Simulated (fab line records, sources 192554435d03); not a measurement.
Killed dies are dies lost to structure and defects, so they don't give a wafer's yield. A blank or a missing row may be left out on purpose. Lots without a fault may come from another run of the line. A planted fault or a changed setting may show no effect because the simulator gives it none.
Chamber matching | flow n5_finfet | N5_BEOL_M9_ETCH_62 on rie_diel-05: 4 sister chambers
The step etches SOC in N2/H2, target depth 110 nm, overetch 22 nm, time 165 s. 8 wafers are shown with their chamber, then 9 later ones without.

WAFERS WITH THEIR CHAMBER
wafer  | chamber | drypump_motor_current_A (A) | showerhead_plenum_p_Torr (Torr)
L077.5 | 3       | 6.4                         | 2.45
L082.2 | 2       | 6.5                         | 2.48
L083.1 | 2       | 6.4                         | 2.48
L084.3 | 3       | 6.4                         | 2.44
L084.5 | 0       | 5.4                         | 2.61
L085.1 | 0       | 5.5                         | 2.61
L085.4 | 1       | 5.6                         | 2.43
L085.5 | 1       | 5.6                         | 2.43

WAFERS WITHOUT THEIR CHAMBER
wafer  | drypump_motor_current_A (A) | showerhead_plenum_p_Torr (Torr)
L088.2 | 6.4                         | 2.48
L088.3 | 5.6                         | 2.43
L088.5 | 6.3                         | 2.44
L091.1 | 6.5                         | 2.47
L091.3 | 5.6                         | 2.43
L091.4 | 6.4                         | 2.44
L097.1 | 5.6                         | 2.42
L097.2 | 5.4                         | 2.61
L097.6 | 6.5                         | 2.47

WHICH CHAMBER EACH WENT THROUGH
wafer  | from the rows above | in truth
L088.2 | 2                   | 2
L088.3 | 1                   | 1
L088.5 | 3                   | 3
L091.1 | 2                   | 2
L091.3 | 1                   | 1
L091.4 | 3                   | 3
L097.1 | 1                   | 1
L097.2 | 0                   | 0
L097.6 | 2                   | 2
Placed correctly: 9 of 9. Can't be placed from these rows: 0. Placed wrongly: 0.
How it was worked out, from the rows above alone: a wafer's distance from a chamber is the root of the sum, over the readings, of the square of ((its reading less the chamber's mean) divided by the reading's scatter). The wafer belongs to the nearest chamber; if the next one is less than 2 further off, it can't be placed. A chamber's mean is the mean of its shown wafers. The scatter: the root of (the sum of the squares of (reading less its chamber's mean) over the shown wafers, divided by (wafers less chambers)).
